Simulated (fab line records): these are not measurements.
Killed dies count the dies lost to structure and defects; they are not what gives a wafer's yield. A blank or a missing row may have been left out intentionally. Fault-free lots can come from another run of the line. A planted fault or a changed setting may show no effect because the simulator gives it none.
Comparing a struck lot with a sound one | flow nand_harc | 40 steps out of a route of 1159
Sound: wafers L341.1, L341.5, L341.6. Struck: wafer L344.3 (left out: L344.2, L344.4 of the same lot, which were not struck); the cause appears at the end.
For every step that has rows: the tool of each side, followed by ch and its chambers, followed by its first start. Under that, the readings that differ: sound wafers | struck wafers | difference of the means | sigmas: that difference in standard deviations of wafers without a fault.
alike: readings with means less than 2 such deviations apart, plus words and numbers identical on both sides. not compared: withheld readings, readings lacking a value on some wafer, bounds such as >300 that could conceal the same value, and numbers that have no deviation in the record and whose values overlap.
Wherever a step has rows on one side only, a row that says differs or no value, or a row with sigmas, the two part there. When numbers do not overlap yet have no deviation, they are printed without sigmas and do not part them. A reading missing from all wafers of one side parts the sides only when that side holds two or more wafers.

first, 2 steps without rows for these wafers: NHARC_A_STAIRCASE_SRD_154; NHARC_A_STAIRCASE_ETCH_403 (etches SiO2 in dHF, target depth 108.2 nm).
NHARC_A_STAIRCASE_ETCHBACK_422: etches the open film in CH3F/O2, target depth 40 nm, time 74.286 s.
  sound on rie_diel-07 ch 1,2, day 14 09:29; struck on rie_diel-07 ch 3, day 14 22:43
  alike: drypump_motor_current_A, oes_product_au, rf_vpp_V, showerhead_plenum_p_Torr, throttle_valve_pct
  not compared: rf_hours_counter_h
then, 6 steps without rows for these wafers: NHARC_A_STAIRCASE_ETCH_423 (etches SiO2 in dHF, target depth 30 nm); NHARC_A_STAIRCASE_ETCHBACK_157 (etches the open film in CH3F/O2, target depth 90 nm, time 167.14 s); NHARC_A_STAIRCASE_STRIP_475 (strips in O2, time 20 s); NHARC_A_STAIRCASE_DEP_471 (deposits SiO2, target thk 100 nm); NHARC_A_STAIRCASE_CMP_472 (polishes SiO2); NHARC_A_STAIRCASE_SRD_474.
NHARC_A_STAIRCASE_INSPECT_155:
  struck on defect_inspect-01, day 15 01:56; sound on defect_inspect-01, day 14 11:32
  alike: raw_defect_count
NHARC_A_SGD_CUT_DEP_00: deposits SiNx, target thk 50 nm.
  sound on pecvd-04 ch 1,2, day 14 11:40; struck on pecvd-01 ch 2, day 15 02:13
  alike: heater_power_outer_w, heater_power_w
then, 10 steps without rows for these wafers: NHARC_A_SGD_CUT_DEHYDRATE_01 (time 120 s); NHARC_A_SGD_CUT_HMDS_02 (time 30 s); NHARC_A_SGD_CUT_COAT_56 (time 75 s); NHARC_A_SGD_CUT_COAT_57 (time 65 s); NHARC_A_SGD_CUT_COAT_03 (resist thk 90 nm); NHARC_A_SGD_CUT_SOFTBAKE_04 (time 55 s); NHARC_A_SGD_CUT_EBR_05; NHARC_A_SGD_CUT_EXPOSE_06 (exposes mask SGD); NHARC_A_SGD_CUT_PEB_07 (peb time 65 s); NHARC_A_SGD_CUT_DEVELOP_08 (develop time 35 s).
NHARC_A_SGD_CUT_CD_MEAS_09: the cd target is 100 nm.
  sound on cd_sem-02 ch 0, day 14 12:21; struck on cd_sem-03 ch 0, day 15 02:54
  reading    | sound          | struck | difference | sigmas
  cd_nm (nm) | 98.4 98.7 99.2 | 100.8  | +2.0       | +3
NHARC_A_SGD_CUT_OVL_MEAS_10:
  struck on overlay-01, day 15 02:59; sound on overlay-01, day 14 12:26
  reading           | sound          | struck | difference | sigmas
  overlay_x_nm (nm) | -1.0 -0.5 -0.8 | 1.0    | +1.8       | +2
  alike: overlay_y_nm
NHARC_A_SGD_CUT_INSPECT_11:
  struck on defect_inspect-01, day 15 03:02; sound on defect_inspect-02, day 14 12:28
  alike: raw_defect_count
then, 1 step without rows for these wafers: NHARC_A_SGD_CUT_DESCUM_14 (chemistry O2, time 3 s).
NHARC_A_SGD_CUT_ETCH_58: etches the open film in CF4, target depth 39 nm, time 65 s.
  sound on rie_diel-03 ch 0,2,3, day 14 12:38; struck on rie_diel-02 ch 2, day 15 03:10
  reading      | sound             | struck | difference | sigmas
  rf_vpp_V (V) | 150.9 151.6 152.6 | 149.3  | -2.4       | -2
  alike: cf4_flow_sccm, drypump_motor_current_A, oes_product_au, showerhead_plenum_p_Torr, throttle_valve_pct
  not compared: rf_hours_counter_h
NHARC_A_SGD_CUT_ETCH_59: etches the open film in N2/H2, target depth 260 nm, time 406.25 s.
  sound: rie_diel-03 ch 0,1; struck: rie_diel-02 ch 3
  reading                         | sound             | struck | difference | sigmas
  rf_vpp_V (V)                    | 431.5 430.5 430.1 | 425.0  | -5.7       | -3
  showerhead_plenum_p_Torr (Torr) | 2.10 2.10 2.05    | 1.89   | -0.19      | -3
  alike: drypump_motor_current_A, oes_product_au, throttle_valve_pct
  not compared: rf_hours_counter_h
then, 8 steps without rows for these wafers: NHARC_A_SGD_CUT_ETCH_15 (etches the open film in CH3F/O2, target depth 75 nm, time 64.3 s); NHARC_A_SGD_CUT_ETCH_16 (etches the open film in C4F8/O2/Ar, target depth 310.5 nm, time 155.2 s); NHARC_A_SGD_CUT_STRIP_60 (strips in C4F8/O2/Ar); NHARC_A_SGD_CUT_STRIP_17 (strips in O2); NHARC_A_SGD_CUT_PRECLEAN_18 (cleans in SC1); NHARC_A_SGD_CUT_SRD_19; NHARC_A_SGD_CUT_DEP_20 (deposits SiO2, target thk 150 nm); NHARC_A_SGD_CUT_ANNEAL_27 (time 1800 s).
NHARC_A_SGD_CUT_CMP_21: polishes, target thk 148.19 nm.
  sound on cmp-03 ch 0,2,3, day 14 17:28; struck on cmp-01 ch 1, day 15 10:11
  alike: motor_current_A, time_to_endpoint_s
then, 2 steps without rows for these wafers: NHARC_A_SGD_CUT_SRD_23; NHARC_A_SGD_CUT_ETCH_26 (etches SiO2 in dHF, target depth 45.8 nm).
NHARC_A_SGD_CUT_ETCHBACK_24: etches the open film in CH3F/O2, target depth 50 nm, time 92.857 s.
  sound on rie_diel-09 ch 2,3, day 14 17:56; struck on rie_diel-02 ch 3, day 15 10:46
  reading                         | sound             | struck | difference | sigmas
  rf_vpp_V (V)                    | 244.2 245.5 245.2 | 241.3  | -3.7       | -3
  showerhead_plenum_p_Torr (Torr) | 2.51 2.57 2.51    | 2.29   | -0.24      | -3
  alike: drypump_motor_current_A, oes_product_au, throttle_valve_pct
  not compared: rf_hours_counter_h
-- break in the record here, with 6 days between the starts of the struck wafers on either side (left off in module A_SGD_CUT, picked up again in module END, where the first step shown is number 1159 on the route) --
NHARC_END_SORT_01:
  only the struck wafers appear in the record here, on prober-01 ch 0 at day 21 11:47; the sound ones have no rows

WHERE THEY PART
First at NHARC_A_SGD_CUT_CD_MEAS_09; last, within this record, at NHARC_END_SORT_01.

WHY: what had been put in by the simulator
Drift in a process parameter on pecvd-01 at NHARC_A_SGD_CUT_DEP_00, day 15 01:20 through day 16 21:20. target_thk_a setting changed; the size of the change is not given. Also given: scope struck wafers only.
